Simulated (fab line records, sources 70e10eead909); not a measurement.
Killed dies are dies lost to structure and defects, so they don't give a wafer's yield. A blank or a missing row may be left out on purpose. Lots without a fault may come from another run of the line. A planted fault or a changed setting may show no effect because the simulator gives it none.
A struck lot beside a sound one | flow nand_harc | 14 steps out of a route of 1302
Sound: wafers L824.1, L824.2, L824.6. Struck: wafers L835.1, L835.2, L835.4. The cause comes at the end.
At each step with rows: each side's tool, then ch and its chambers, then its first start. Under that, the readings that differ: sound wafers | struck wafers | difference of the means | sigmas: that difference in standard deviations of wafers without a fault.
alike: readings whose means differ by less than 2 such deviations, and words and numbers that are the same on both sides. not compared: withheld readings, readings that some wafer has no value for, bounds like >300 that may hide the same value, and numbers for which the record gives no deviation and whose values overlap.
The two part at a step that has a row with sigmas, a row that says differs or no value, or rows on one side only. Numbers that don't overlap but have no deviation are shown without sigmas and don't part them. A reading that every wafer of one side lacks parts them only if that side has two wafers or more.

first, 2 steps without rows for these wafers: NHARC_A_CHANNEL_HOLE_D2_ETCH_38 (etches the open film in CF4, target depth 39 nm, time 65 s); NHARC_A_CHANNEL_HOLE_D2_ETCH_39 (etches the open film in N2/H2, target depth 260 nm, time 325 s).
NHARC_A_CHANNEL_HOLE_D2_ETCH_34: etches the open film in CF4/CHF3, target depth 154 nm, time 77 s.
  sound on rie_diel-08 ch 1,3; struck on rie_diel-03 ch 0,1,3
  alike: bias_w, cf4_flow_sccm, drypump_motor_current_A, oes_product_au, rf_vpp_V, showerhead_plenum_p_Torr, throttle_valve_pct
  not compared: rf_hours_counter_h
then, 1 step without rows for these wafers: NHARC_A_CHANNEL_HOLE_D2_ETCH_16 (etches the open film in O2/COS, target depth 3100 nm, time 806 s).
NHARC_A_CHANNEL_HOLE_D2_CD_MEAS_18:
  sound on cd_sem-02, day 13 00:23; struck on cd_sem-03, day 18 04:40
  alike: cd_nm
NHARC_A_CHANNEL_HOLE_D2_ETCH_19: etches the open film in C4F8/O2/Ar, time 34.5 s.
  sound on har_etch-02 ch 0,1, day 13 00:28; struck on har_etch-01 ch 0,1, day 18 06:31
  alike: bias_v, c4f8_flow_sccm, drypump_motor_current_A, showerhead_plenum_p_Torr, throttle_valve_pct
  not compared: rf_hours_counter_h
then, 1 step without rows for these wafers: NHARC_A_CHANNEL_HOLE_D2_ETCH_20 (etches the open film in C4F8/O2/Ar, time 361.9 s, target depth 1600 nm).
NHARC_A_CHANNEL_HOLE_D2_ETCH_21: etches the open film in C4F8/O2/Ar, time 514.3 s, target depth 1600 nm.
  sound on har_etch-02 ch 0,1, day 13 00:53; struck on har_etch-01 ch 0,1, day 18 06:56
  alike: c4f8_flow_sccm, chamber_pressure_mTorr, drypump_motor_current_A, showerhead_plenum_p_Torr, throttle_valve_pct
  not compared: rf_hours_counter_h
NHARC_A_CHANNEL_HOLE_D2_ETCH_22: etches the open film in C4F8/O2/Ar, time 666.7 s, target depth 1600 nm.
  sound on har_etch-02 ch 0,1, day 13 01:19; struck on har_etch-01 ch 0,1, day 18 07:23
  alike: c4f8_flow_sccm, chamber_pressure_mTorr, drypump_motor_current_A, showerhead_plenum_p_Torr, throttle_valve_pct
  not compared: rf_hours_counter_h
then, 2 steps without rows for these wafers: NHARC_A_CHANNEL_HOLE_D2_ETCH_23 (etches the open film in C4F8/O2/Ar, time 819 s, target depth 1600 nm); NHARC_A_CHANNEL_HOLE_D2_ETCH_24 (etches the open film in C4F8/O2/Ar, time 906.2 s, target depth 1500 nm).
NHARC_A_CHANNEL_HOLE_D2_ETCH_25: etches the open film in C4F8/O2/Ar, time 1040.2 s, target depth 1500 nm.
  sound on har_etch-02 ch 0,1, day 13 03:22; struck on har_etch-01 ch 0,1, day 18 09:23
  alike: c4f8_flow_sccm, chamber_pressure_mTorr, drypump_motor_current_A, showerhead_plenum_p_Torr, throttle_valve_pct
  not compared: rf_hours_counter_h
NHARC_A_CHANNEL_HOLE_D2_ETCH_26: etches the open film in C4F8/O2/Ar, time 224.1 s, target depth 300 nm.
  sound on har_etch-02 ch 0,1, day 13 04:15; struck on har_etch-01 ch 0,1, day 18 10:16
  no value came back on the struck wafers for any of 5 readings (bias_v (V), c4f8_flow_sccm (sccm) and others); on the sound wafers bias_v (V) reads 299.6 302.3 298.4
  not compared: rf_hours_counter_h
then, 1 step without rows for these wafers: NHARC_A_CHANNEL_HOLE_D2_ETCH_27 (etches the open film in C4F8/O2/Ar, time 90 s, target depth 400 nm).

WHERE THEY PART
Only at NHARC_A_CHANNEL_HOLE_D2_ETCH_26, within this record.

WHY: what the simulator had put in
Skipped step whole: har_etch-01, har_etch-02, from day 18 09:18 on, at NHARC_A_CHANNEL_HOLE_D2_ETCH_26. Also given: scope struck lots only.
